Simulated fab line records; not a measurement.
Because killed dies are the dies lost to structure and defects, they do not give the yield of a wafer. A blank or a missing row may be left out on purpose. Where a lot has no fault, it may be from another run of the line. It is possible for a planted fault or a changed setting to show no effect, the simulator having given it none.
Chamber matching | flow nand harc | NHARC_P_M1_DESCUM_14 on rie diel-02 has 4 sister chambers
The step chemistry O2, time 3 s. 24 wafers are shown with their chamber, then 12 later ones without.

== WAFERS WITH THEIR CHAMBER ==
wafer  | chamber | drypump motor current A (A) | oes product au (a.u.) | throttle valve pct (%)
L074.1 | 2       | 5.4                         | 0.984                 | 11.321
L074.3 | 0       | 5.7                         | 1.009                 | 11.304
L074.6 | 1       | 6.2                         | 1.012                 | 11.309
L080.1 | 2       | 5.4                         | 0.988                 | 11.300
L080.4 | 0       | 5.7                         | 1.000                 | 11.312
L080.5 | 1       | 6.2                         | 1.012                 | 11.314
L082.3 | 1       | 6.2                         | 1.007                 | 11.307
L082.5 | 1       | 6.2                         | 1.002                 | 11.310
L082.6 | 0       | 5.7                         | 1.010                 | 11.303
L083.1 | 1       | 6.1                         | 1.002                 | 11.320
L083.3 | 2       | 5.4                         | 0.988                 | 11.297
L083.5 | 3       | 6.1                         | 0.981                 | 11.313
L084.1 | 0       | 5.7                         | 0.994                 | 11.305
L084.3 | 3       | 6.0                         | 0.980                 | 11.323
L084.6 | 2       | 5.4                         | 0.991                 | 11.292
L085.3 | 1       | 6.2                         | 1.015                 | 11.309
L085.4 | 3       | 6.0                         | 0.972                 | 11.307
L085.6 | 3       | 6.1                         | 0.978                 | 11.317
L086.2 | 2       | 5.4                         | 0.986                 | 11.307
L086.3 | 1       | 6.2                         | 1.008                 | 11.306
L086.4 | 0       | 5.7                         | 1.005                 | 11.325
L088.1 | 2       | 5.4                         | 0.988                 | 11.321
L088.2 | 1       | 6.2                         | 1.008                 | 11.300
L088.6 | 3       | 6.1                         | 0.985                 | 11.318

SIGNATURES (means of the wafers above)
reading                 | chamber 0 | chamber 1 | chamber 2 | chamber 3 | scatter within a chamber
drypump motor current A | 5.700     | 6.188     | 5.400     | 6.060     | 0.0322
oes product au          | 1.00360   | 1.00825   | 0.98750   | 0.97920   | 0.00474
throttle valve pct      | 11.30980  | 11.30937  | 11.30633  | 11.31560  | 0.00862
Rule: a wafer lies at a distance from a chamber equal to the root of the sum of squares, over the readings, of (its reading less the chamber's mean, divided by the reading's scatter). If the next closest chamber is less than 2 further off than the closest, the wafer can't be placed; otherwise it belongs to the closest. The scatter: the root of (the sum of the squares of (reading less its chamber's mean) over the shown wafers, divided by (wafers less chambers)).

== WAFERS MISSING THEIR CHAMBER ==
wafer  | drypump motor current A (A) | oes product au (a.u.) | throttle valve pct (%)
L090.1 | 5.7                         | 1.012                 | 11.309
L090.3 | 5.4                         | 0.980                 | 11.292
L090.6 | 6.0                         | 0.974                 | 11.315
L094.1 | 5.4                         | 0.989                 | 11.306
L094.4 | 6.1                         | 0.979                 | 11.302
L094.6 | 5.7                         | 1.020                 | 11.302
L095.1 | 6.1                         | 1.003                 | 11.320
L095.2 | 5.4                         | 0.983                 | 11.305
L095.4 | 6.1                         | 0.970                 | 11.304
L097.1 | 5.7                         | 1.014                 | 11.309
L097.2 | 6.1                         | 0.982                 | 11.317
L097.6 | 6.2                         | 0.993                 | 11.323

== EACH ONE'S CHAMBER ==
wafer  | from the rows above     | in truth
L090.1 | 0                       | 0
L090.3 | 2                       | 2
L090.6 | 3                       | 3
L094.1 | 2                       | 2
L094.4 | 3                       | 3
L094.6 | 0                       | 0
L095.1 | 1                       | 1
L095.2 | 2                       | 2
L095.4 | 3                       | 3
L097.1 | 0                       | 0
L097.2 | 3                       | 3
L097.6 | can't be placed: 1 or 3 | 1
Placed correctly: 11 of 12. Cannot be placed on the basis of these rows: 1; the candidates contain the true chamber in 1. Placed wrongly: 0.
